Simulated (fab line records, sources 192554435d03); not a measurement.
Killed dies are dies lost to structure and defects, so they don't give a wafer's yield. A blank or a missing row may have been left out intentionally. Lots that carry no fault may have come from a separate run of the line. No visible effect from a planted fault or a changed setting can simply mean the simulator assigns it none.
fab line records	flow n5_finfet
record: lots: 6	wafers: 18	last_day: 18
route steps=1938 shown HKMG_FIN@438 BEOL_M4@1111 PASSIVATION@1936
lots with no fault: from the same line, run without faults
start_h: hours from the record's first day to the start of the lot's first wafer shown	wait_h: time in hours since the lot's previous step	" repeats the value in the row above	L1.1+2: one row covering several wafers at once	- no value, or no start was given	* or withheld: withheld	< > ~ a bound
route shown NAME@n: a module of which the file shows steps, and the number in the route of the first	usual: mean/standard deviation taken from wafers without a fault	same: alike in all rows	chamber/n: place in a boat	sites: the reading at each site	_std_site: the values' standard deviation	_edge_site: inner sites' mean taken away from outer sites' mean	radius_mm: for every site, how far away it sits from the centre of the wafer	mask NAME#n: copy n	behind: tool/chamber where the wafer was last shaped	hold: why the lot went on hold/how many hours it stayed there/how the hold came to an end	device: which transistor (n, p or np) failed to switch	end of line: tests run on the same wafers once the route is complete	a step without rows: its recipe alone	killed: dies that structure and defects cost at the first sort, which is not the same as the wafer's yield	map: per-die view of a wafer (x killed, . not killed, _ where there is no die)
set.NAME: the setting the step ran with; set.NAME@STEP: the setting that earlier step ran with	model.NAME: the simulator's own value behind a step, which no gauge read
a table for each step, a row for each wafer; lots at some steps of the route
services: the hour from which a tool's chamber was out of use, counted from the record's first day as start_h (under 0 if before that day), plus the number of hours and why
== steps ==
step: N5_HKMG_FIN_ETCH_35
recipe: chemistry: N2/H2	target: SOC	target_depth_a: 2158	ion_energy_ev: 65	bias_w: 5	source_w: 3000	time_s: 243.4	pressure_mtorr: 30	n2_flow_sccm: 200	h2_flow_sccm: 200
step: N5_HKMG_FIN_STRIP_92
recipe: chemistry: N2/H2	material: SOC	time_s: 20	power_w: 500	temp_c: 40	pressure_mtorr: 50	rf_frequency_hz: 6e+07	bias_power_w: 8	h2_frac: 0.5	n2_flow_sccm: 300	h2_flow_sccm: 300
usual: drypump_motor_current_A: 5.9/0.4	h2_flow_sccm: 300.1/0.84	oes_product_au: 0.75/0.075	rf_vpp_V: 54.2/0.92	showerhead_plenum_p_Torr: 3.35/0.11	throttle_valve_pct: 19.00/0.28
lot.wafer	tool	chamber	start_h	wait_h	drypump_motor_current_A	h2_flow_sccm	oes_product_au	rf_hours_counter_h	rf_vpp_V	showerhead_plenum_p_Torr	throttle_valve_pct
L588.1	rie_diel-03	0	100.21	0.1	6.3	301.9	0.69	212	53.1	3.32	19.02
L588.3	"	2	"	"	5.5	300.1	0.70	215	55.0	3.30	19.09
L588.5	"	1	"	"	6.4	301.2	0.80	-	54.1	3.37	18.76
L590.2	rie_diel-03	1	112.07	0.1	6.4	299.4	0.81	97	54.3	3.37	18.76
L590.4	"	3	"	"	6.0	301.2	0.75	173	54.2	3.37	18.80
L590.6	"	2	"	"	5.5	299.5	0.70	-	55.7	3.30	19.10
L591.2	rie_diel-05	3	119.40	0.1	6.5	300.6	0.72	183	54.6	3.49	19.62
L591.4	"	1	"	"	5.2	297.9	0.71	-	54.4	3.46	18.97
L591.5	"	3	"	"	6.5	300.4	0.73	-	54.2	3.49	19.63
L603.2	rie_diel-02	1	191.82	0.1	5.4	300.5	0.71	187	54.4	3.49	19.15
L603.3	"	0	"	"	6.4	299.4	0.75	150	52.8	3.10	18.92
L603.6	"	1	"	"	5.4	300.0	0.71	-	53.1	3.49	19.16
L606.1	rie_diel-05	3	215.12	0.1	6.5	299.2	0.71	216	52.7	3.47	19.70
L606.4	"	2	"	"	5.5	299.8	0.88	29	54.9	3.28	18.46
L606.6	"	0	"	"	5.8	299.6	0.70	-	55.2	3.44	18.92
L607.2	rie_diel-03	1	223.94	0.1	6.3	300.1	0.77	134	54.0	3.35	18.83
L607.4	"	1	"	"	6.4	302.6	0.76	-	52.9	3.35	18.81
L607.6	"	3	"	"	5.9	300.5	0.72	-	54.8	3.35	18.88
step: N5_HKMG_FIN_WET_ETCH_18
recipe: chemistry: SC1	target: TiN	mix: 1:1:5	temp_c: *	time_s: 55	target_depth_nm: 5.2	dry: ipa_marangoni	rinse_time_s: 30	rinse_temp_c: 23
step: N5_HKMG_FIN_STRIP_19
recipe: chemistry: N2/H2	power_w: 2500	temp_c: 300	h2_frac: 0.65	time_s: 360	pressure_mtorr: withheld	n2_flow_sccm: 1750	h2_flow_sccm: 3250
usual: drypump_motor_current_A: 5.63/0.28	h2_flow_sccm: 3251/9.2	heater_power_w: 453/38
lot.wafer	tool	chamber	start_h	wait_h	drypump_motor_current_A	h2_flow_sccm	heater_power_w	rf_hours_counter_h
L588.1	plasma_asher-01	0	100.35	0.0	5.74	3245	433	75
L588.3	"	1	"	"	6.01	3263	402	-
L588.5	"	0	"	"	5.72	3259	418	-
L590.2	plasma_asher-02	1	112.22	0.0	5.35	3254	500	43
L590.4	"	0	"	"	5.36	3242	489	-
L590.6	"	1	"	"	5.35	3252	487	-
L591.2	plasma_asher-02	0	119.55	0.0	5.37	3250	474	44
L591.4	"	1	"	"	5.35	3247	498	-
L591.5	"	0	"	"	5.36	3247	468	-
L603.2	plasma_asher-01	0	191.97	0.0	5.73	3226	439	93
L603.3	"	0	"	"	5.71	3249	435	-
L603.6	"	0	"	"	5.73	3227	440	-
L606.1	plasma_asher-01	1	215.27	0.0	5.97	3263	404	96
L606.4	"	0	"	"	5.71	3257	433	-
L606.6	"	1	"	"	6.00	3252	411	-
L607.2	plasma_asher-01	0	224.08	0.0	5.75	3258	436	98
L607.4	"	1	"	"	6.03	3255	400	-
L607.6	"	1	"	"	6.03	3251	411	-
step: N5_HKMG_FIN_ALD_91
recipe: material: TiN	target_thk_a: 10	temp_c: 400	ald_precursor_family: TiCl4	ald_co_reactant: NH3	pulse_time_s: 1	purge_time_s: 3	co_reactant_purge_time_s: 2	co_reactant_pulse_time_s: 2	ald_cycles: 47	pressure_torr: 3
usual: heater_power_w: 890/130	precursor_pulse_height_rel: 0.998/0.021
same: ald_cycles: 47
lot.wafer	tool	chamber	start_h	wait_h	heater_power_w	precursor_pulse_height_rel
L588.1	ald_metal-03	1	100.74	0.3	829	0.997
L588.3	"	3	"	"	1143	1.016
L588.5	"	1	"	"	797	0.996
L590.2	ald_metal-02	1	112.60	0.3	887	1.001
L590.4	"	0	"	"	879	1.028
L590.6	"	3	"	"	890	1.015
L591.2	ald_metal-04	3	119.93	0.3	726	1.018
L591.4	"	1	"	"	800	1.022
L591.5	"	3	"	"	721	0.989
L603.2	ald_metal-02	0	192.35	0.3	876	0.993
L603.3	"	1	"	"	884	0.976
L603.6	"	0	"	"	894	1.017
L606.1	ald_metal-02	3	215.65	0.3	892	0.997
L606.4	"	1	"	"	930	1.003
L606.6	"	1	"	"	874	1.023
L607.2	ald_metal-04	0	224.46	0.3	825	1.002
L607.4	"	1	"	"	786	1.017
L607.6	"	1	"	"	784	1.017
step: N5_HKMG_FIN_COAT_85
recipe: resist: SOC	temp_c: 250	time_s: 60	spin_rpm: 1500	resist_thk_nm: 300
step: N5_HKMG_FIN_ETCH_86
recipe: chemistry: N2/H2	target: SOC	target_depth_a: 3932	stop_on: TiN	ion_energy_ev: 100	bias_w: 61	pressure_mtorr: 30	source_w: 850	n2_flow_sccm: 200	h2_flow_sccm: 200
usual: drypump_motor_current_A: 5.8/0.43	h2_flow_sccm: 200.1/0.6	oes_product_au: 0.75/0.077	rf_vpp_V: 240.7/1.5	showerhead_plenum_p_Torr: 2.54/0.092	throttle_valve_pct: 17.82/0.2
lot.wafer	tool	chamber	start_h	wait_h	drypump_motor_current_A	h2_flow_sccm	oes_product_au	rf_hours_counter_h	rf_vpp_V	showerhead_plenum_p_Torr	throttle_valve_pct
L588.1	rie_diel-05	3	101.09	-	6.5	200.7	0.73	174	240.3	2.65	18.18
L588.3	"	0	"	"	5.8	199.4	0.72	192	241.6	2.62	17.66
L588.5	"	3	"	"	6.5	199.7	0.72	-	241.9	2.65	18.17
L590.2	rie_diel-05	3	113.06	-	6.5	199.3	0.71	179	242.6	2.65	18.19
L590.4	"	3	"	"	6.5	199.8	0.71	-	241.3	2.65	18.16
L590.6	"	1	"	"	5.1	198.9	0.71	-	241.9	2.63	17.98
L591.2	rie_diel-05	1	120.27	-	5.2	200.2	0.70	202	242.3	2.62	17.97
L591.4	"	1	"	"	5.2	200.8	0.70	-	242.3	2.62	17.98
L591.5	"	0	"	"	5.7	199.7	0.72	-	241.4	2.62	17.69
L603.2	rie_diel-02	1	192.69	-	5.4	200.0	0.72	188	240.9	2.65	17.81
L603.3	"	3	"	"	5.9	200.0	0.83	52	240.9	2.46	17.74
L603.6	"	1	"	"	5.4	200.8	0.72	-	242.3	2.65	17.81
L606.1	rie_diel-02	0	215.99	-	6.4	199.8	0.73	161	237.4	2.33	17.93
L606.4	"	1	"	"	5.4	200.8	0.71	198	242.1	2.64	17.82
L606.6	"	0	"	"	6.4	200.0	0.74	-	238.0	2.33	17.94
L607.2	rie_diel-02	0	224.80	-	6.3	200.2	0.73	164	238.1	2.33	17.95
L607.4	"	3	"	"	5.9	199.5	0.81	64	240.4	2.46	17.79
L607.6	"	3	"	"	6.0	200.5	0.82	-	240.0	2.46	17.79
step: N5_HKMG_FIN_STRIP_89
recipe: chemistry: N2/H2	material: SOC	time_s: 20	power_w: 500	temp_c: 40	pressure_mtorr: 50	rf_frequency_hz: 6e+07	bias_power_w: 8	h2_frac: 0.5	n2_flow_sccm: 300	h2_flow_sccm: 300
step: N5_HKMG_FIN_WET_ETCH_87
recipe: chemistry: SC1	target: TiN	mix: 1:2:40	temp_c: 50	time_s: 154.2	target_depth_nm: 4.7	dry: ipa_marangoni	rinse_time_s: 30	rinse_temp_c: 23
step: N5_HKMG_FIN_STRIP_88
recipe: chemistry: N2/H2	power_w: 2500	temp_c: 300	h2_frac: 0.65	time_s: 360	pressure_mtorr: withheld	n2_flow_sccm: 1750	h2_flow_sccm: 3250
usual: drypump_motor_current_A: 5.64/0.28	h2_flow_sccm: 3250/8.7	heater_power_w: 453/38
lot.wafer	tool	chamber	start_h	wait_h	drypump_motor_current_A	h2_flow_sccm	heater_power_w	rf_hours_counter_h
L588.1	plasma_asher-02	1	101.41	0.0	5.37	3249	503	41
L588.3	"	1	"	"	5.35	3262	488	-
L588.5	"	1	"	"	5.37	3250	498	-
L590.2	plasma_asher-02	0	113.31	0.0	5.37	3242	477	43
L590.4	"	0	"	"	5.36	3261	486	-
L590.6	"	0	"	"	5.37	3251	479	-
L591.2	plasma_asher-01	1	120.52	0.0	6.00	3258	402	79
L591.4	"	1	"	"	6.02	3259	412	-
L591.5	"	0	"	"	5.75	3233	436	-
L603.2	plasma_asher-02	1	192.94	0.0	5.35	3258	493	58
L603.3	"	0	"	"	5.36	3256	479	-
L603.6	"	1	"	"	5.36	3261	506	-
L606.1	plasma_asher-01	1	216.24	0.0	6.05	3232	402	97
L606.4	"	1	"	"	6.05	3270	413	-
L606.6	"	0	"	"	5.71	3241	413	-
L607.2	plasma_asher-02	1	225.05	0.0	5.36	3251	508	64
L607.4	"	1	"	"	5.37	3251	502	-
L607.6	"	1	"	"	5.36	3258	501	-
step: N5_HKMG_FIN_NWFM_ALD_20
recipe: material: TiAlC	target_thk_a: 20	temp_c: 300	ald_precursor_family: TiCl4	ald_co_reactant: TEA	pulse_time_s: 3	purge_time_s: 2	co_reactant_purge_time_s: 2	co_reactant_pulse_time_s: 10	ald_cycles: 7	pressure_torr: 3
step: N5_HKMG_FIN_ALD_71
recipe: material: TiN	target_thk_a: 10	temp_c: 400	ald_precursor_family: TiCl4	ald_co_reactant: NH3	pulse_time_s: 1	purge_time_s: 3	co_reactant_purge_time_s: 2	co_reactant_pulse_time_s: 2	ald_cycles: 47	pressure_torr: 3
step: N5_HKMG_FIN_COAT_66
recipe: resist: SOC	temp_c: 250	time_s: 60	spin_rpm: 1500	resist_thk_nm: 300
usual: exhaust_pa: 45.0/0.95	spin_speed_rpm: 1499.9/0.9
lot.wafer	tool	chamber	start_h	wait_h	exhaust_pa	spin_speed_rpm	model.SOC_of_HKMG_FIN_COAT_66.thk_nm
L588.1	litho_track-05	0	102.17	0.2	44.9	1501.5	301.4
L588.3	"	0	"	"	45.4	1500.7	302
L588.5	"	0	"	"	45.5	1500.9	301
L590.2	litho_track-05	0	114.08	0.2	46.8	1462.3	304.8
L590.4	"	0	"	"	46.3	1462.4	304.6
L590.6	"	0	"	"	44.0	1462.7	304.6
L591.2	litho_track-05	0	121.28	0.2	45.2	1461.9	305.2
L591.4	"	0	"	"	43.8	1462.3	304.6
L591.5	"	0	"	"	43.4	1463.2	303.8
L603.2	litho_track-01	0	193.70	0.2	45.1	1499.4	299.8
L603.3	"	0	"	"	44.2	1501.5	299
L603.6	"	0	"	"	42.9	1502.0	300.2
L606.1	litho_track-01	0	217.00	0.2	45.4	1499.5	300
L606.4	"	0	"	"	46.2	1499.8	300.2
L606.6	"	0	"	"	45.2	1500.5	299.4
L607.2	litho_track-01	0	225.95	0.2	44.8	1500.1	301.2
L607.4	"	0	"	"	45.7	1499.5	300.8
L607.6	"	0	"	"	46.2	1498.6	300.8
step: N5_HKMG_FIN_ETCH_67
recipe: chemistry: N2/H2	target: SOC	target_depth_a: 3889	stop_on: TiN	ion_energy_ev: 100	bias_w: 61	pressure_mtorr: 30	source_w: 850	n2_flow_sccm: 200	h2_flow_sccm: 200
step: N5_BEOL_M4_RC_MEAS_101
usual: DIBL_N: 35.9/1.8	DIBL_P: 36.2/2	IOFF_N: 0.16/0.031	IOFF_P: 0.22/0.041	ION_N: 676/11	ION_P: 465/8.5	SS_N: 71.4/0.64	SS_P: 73.2/0.7	VT_N: 250/3.5	VT_P: -250/3.9
lot.wafer	tool	chamber	start_h	wait_h	DIBL_N[mV/V]	DIBL_P[mV/V]	IOFF_N[nA/um]	IOFF_P[nA/um]	ION_N[uA/um]	ION_P[uA/um]	SS_N[mV/dec]	SS_P[mV/dec]	VT_N[mV]	VT_P[mV]
L588.1	prober-01	0	195.02	0.0	36.9	37.6	0.16	0.27	672	468	71.9	73.8	248	-248
L588.3	"	0	"	"	37.8	38.1	0.20	0.29	701	481	72.3	73.7	243	-244
L588.5	"	0	"	"	38.0	38.6	0.19	0.29	674	470	72.0	73.2	246	-242
L590.2	prober-02	0	203.33	0.2	37.4	37.0	0.16	0.19	670	455	71.0	73.2	250	-253
L590.4	"	0	"	"	33.1	32.1	0.10	0.13	662	455	69.5	72.3	256	-258
L590.6	"	0	"	"	36.3	36.7	0.15	0.19	675	463	71.3	73.1	252	-254
L591.2	prober-01	0	214.34	0.2	37.5	37.5	0.19	0.27	690	478	71.6	73.6	245	-244
L591.4	"	0	"	"	33.2	31.4	0.11	0.17	669	459	70.7	71.9	254	-250
L591.5	"	0	"	"	36.7	36.6	0.17	0.24	687	477	72.1	73.1	250	-248
L603.2	prober-01	0	290.82	0.2	35.4	36.4	0.14	0.21	672	464	72.2	72.8	253	-250
L603.3	"	0	"	"	37.2	38.7	0.18	0.26	674	469	72.0	74.0	250	-249
L603.6	"	0	"	"	37.8	38.9	0.17	0.27	671	467	71.5	73.6	250	-249
L606.1	prober-02	0	308.65	0.0	38.0	38.0	0.19	0.25	691	473	71.6	73.5	245	-244
L606.4	"	0	"	"	37.1	37.1	0.17	0.24	687	476	72.0	73.5	245	-249
L606.6	"	0	"	"	39.0	39.6	0.22	0.29	698	482	72.2	74.0	244	-246
L607.2	prober-02	0	321.27	0.2	38.6	38.9	0.17	0.19	665	449	71.3	73.4	251	-254
L607.4	"	0	"	"	34.5	34.8	0.11	0.14	645	443	70.4	72.2	254	-258
L607.6	"	0	"	"	32.4	31.9	0.09	0.12	651	448	70.3	71.7	259	-260
step: N5_PASSIVATION_PROBE_49
usual: defect_limited_yield: 91.3/1.3	killed_at_M0_to_M3: 35/9.3	killed_at_M4_up: 14/5.2	killed_at_contacts: 12/5.9	killed_at_front_end: 38/11	killed_at_other: 4/3.7	killed_dies: 103/15	killed_on_rim: 14/4	killed_open: 67/12	killed_short: 34/8	sort_bin_5_function: 5.1/0.88	sort_bin_6_memory: 3.3/0.65	sort_n_pass: 1077/15	sort_yield_pct: 91.3/1.3
same: gross_dies: 1180	killed_at_back_side: 0	sort_bin_4_leakage[%]: 0	sort_bin_8_speed[%]: 0
lot.wafer	tool	chamber	start_h	wait_h	defect_limited_yield[%]	killed_at_M0_to_M3	killed_at_M4_up	killed_at_contacts	killed_at_front_end	killed_at_other	killed_dies	killed_on_rim	killed_open	killed_short	sort_bin_5_function[%]	sort_bin_6_memory[%]	sort_n_pass	sort_yield_pct[%]
L590.2	prober-02	-	315.47	0.1	88.6	50	17	19	45	3	134	20	92	41	6.6	4.5	1046	88.6
L590.4	prober-02	-	315.57	0.2	90.8	48	11	16	33	0	108	14	74	32	5.5	3.3	1072	90.8
L590.6	prober-02	-	315.67	0.3	91.6	30	28	13	28	0	99	14	75	23	5.4	2.6	1081	91.6
L591.2	prober-02	-	328.54	0.1	93.0	36	9	4	32	2	83	10	52	31	4.6	2.3	1097	93.0
L591.4	prober-02	-	328.64	0.2	90.8	37	23	25	24	0	109	11	78	30	5.2	3.8	1071	90.8
L591.5	prober-02	-	328.69	0.2	92.9	26	16	13	28	1	84	19	57	27	4.5	2.5	1096	92.9
L603.2	prober-02	-	399.68	0.6	92.0	32	11	5	40	6	94	8	56	38	4.7	3.1	1086	92.0
L603.3	prober-02	-	399.73	0.7	93.2	26	16	8	27	3	80	8	50	30	4.4	2.1	1100	93.2
L603.6	prober-02	-	399.88	0.8	93.3	26	15	9	29	0	79	13	51	27	3.8	2.6	1101	93.3
killed by level:class
L590.2 MOL_CONTACT_COAG:geometric_particle:open=16 FIN_SAQP:geometric_particle:open=12 BEOL_M2:geometric_particle:open=11 BEOL_M0_SAQP:geometric_particle:open=10 FIN_SAQP:geometric_particle:short=8 BEOL_M0_SAQP:geometric_particle:short=8 STARTING-WAFER:geometric_particle:short=7 BEOL_M0:geometric_particle:open=6
L590.4 MOL_CONTACT_COAG:geometric_particle:open=11 BEOL_M0_SAQP:geometric_particle:short=9 BEOL_M2:geometric_particle:open=9 BEOL_M3:geometric_particle:open=9 FIN_SAQP:geometric_particle:open=6 STI_FIN_REVEAL:geometric_particle:open=6 BEOL_M0_SAQP:geometric_particle:open=6 DUMMY_GATE:geometric_particle:open=5
L590.6 MOL_CONTACT_COAG:geometric_particle:open=10 BEOL_M4:geometric_particle:open=9 BEOL_M3:geometric_particle:open=8 FIN_SAQP:geometric_particle:open=7 BEOL_M0_SAQP:geometric_particle:short=7 BEOL_M5:geometric_particle:open=6 STI_FIN_REVEAL:geometric_particle:open=5 GATE_CUT:geometric_particle:open=4
L591.2 STI_FIN_REVEAL:geometric_particle:open=8 BEOL_M0:geometric_particle:open=7 BEOL_M0_SAQP:geometric_particle:open=6 BEOL_M1:geometric_particle:open=6 STARTING-WAFER:geometric_particle:short=5 BEOL_M0_SAQP:geometric_particle:short=5 BEOL_M0:geometric_particle:short=5 MOL_CONTACT_COAG:geometric_particle:open=4
L591.4 MOL_CONTACT_COAG:geometric_particle:open=20 BEOL_M4:geometric_particle:open=18 BEOL_M0_SAQP:geometric_particle:open=9 BEOL_M1:geometric_particle:open=8 STI_FIN_REVEAL:geometric_particle:open=7 BEOL_M0_SAQP:geometric_particle:short=6 MOL_CONTACT_COAG:geometric_particle:short=5 BEOL_M3:geometric_particle:open=5
L591.5 BEOL_M4:geometric_particle:open=9 STI_FIN_REVEAL:geometric_particle:open=8 MOL_CONTACT_COAG:geometric_particle:open=8 FIN_SAQP:geometric_particle:open=6 BEOL_M0:geometric_particle:short=6 BEOL_M3:geometric_particle:open=6 MOL_CONTACT_COAG:geometric_particle:short=5 BEOL_M1:geometric_particle:open=5
L603.2 FIN_SAQP:geometric_particle:open=12 BEOL_M0:geometric_particle:open=7 FIN_SAQP:geometric_particle:short=6 BEOL_M0_SAQP:geometric_particle:short=6 GATE_CUT:geometric_particle:open=5 BEOL_M3:geometric_particle:open=5 STI_FIN_REVEAL:geometric_particle:open=4 ILD0:geometric_particle:short=4
L603.3 BEOL_M0_SAQP:geometric_particle:short=8 MOL_CONTACT_COAG:geometric_particle:open=7 BEOL_M4:geometric_particle:open=7 DUMMY_GATE:geometric_particle:open=5 GATE_CUT:geometric_particle:short=5 BEOL_M2:geometric_particle:open=5 FIN_SAQP:geometric_particle:short=4 FIN_SAQP:geometric_particle:open=4
L603.6 MOL_CONTACT_COAG:geometric_particle:open=8 FIN_SAQP:geometric_particle:short=7 BEOL_M3:geometric_particle:open=7 BEOL_M4:geometric_particle:open=7 BEOL_M0_SAQP:geometric_particle:open=6 BEOL_M0_SAQP:geometric_particle:short=5 STI_FIN_REVEAL:geometric_particle:open=4 BEOL_M2:geometric_particle:open=4
== services ==
tool	chamber	start_h	hours	kind
ald_metal-03	2	86.02	29.6	repair
ald_metal-04	-	94.89	1.0	repair
ald_metal-04	1	102.82	7.3	repair
rie_diel-05	2	109.16	-	clean
rie_diel-05	2	109.16	-	consumable_replace:focus_ring
rie_diel-05	2	109.16	22.5	scheduled_down
rie_diel-05	2	109.16	22.5	vent_cycle
ald_metal-03	-	115.71	1.9	repair
ald_metal-02	-	116.20	0.6	repair
rie_diel-05	1	141.45	1.7	repair
litho_track-01	-	142.89	-	consumable_replace:filter
ald_metal-03	1	144.11	24.1	repair
ald_metal-03	3	149.19	3.7	repair
ald_metal-02	-	175.46	0.9	repair
plasma_asher-02	-	180.79	0.7	repair
ald_metal-02	2	181.98	17.3	repair
rie_diel-02	2	188.84	-	clean
rie_diel-02	2	188.84	-	consumable_replace:focus_ring
rie_diel-02	2	188.84	16.3	scheduled_down
rie_diel-02	2	188.84	16.3	vent_cycle
ald_metal-02	3	201.15	10.5	repair
rie_diel-03	2	203.59	-	clean
rie_diel-03	2	203.59	-	consumable_replace:focus_ring
rie_diel-03	1	217.32	3.5	repair
== key ==
first_sign: step: N5_HKMG_FIN_COAT_66	reading: spin_speed_rpm	direction: down	sigmas: 42	usual: *	struck: *
effect none on later readings
model_effect: step: N5_HKMG_FIN_COAT_66	value: SOC_of_HKMG_FIN_COAT_66.thk_nm	without: 300.8	struck: 304.6
met_at N5_HKMG_FIN_COAT_66
struck_wafers L590.2,L590.4,L590.6,L591.2,L591.4,L591.5
onset_between 102.17 114.08
fault: kind: process_parameter_drift	tool: litho_track-05	chamber: -	onset_h: 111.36	steps: N5_HKMG_FIN_COAT_66	channel: spin_rpm	offset: *	shape: step	end_h: 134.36	acts_in: *	stated: *
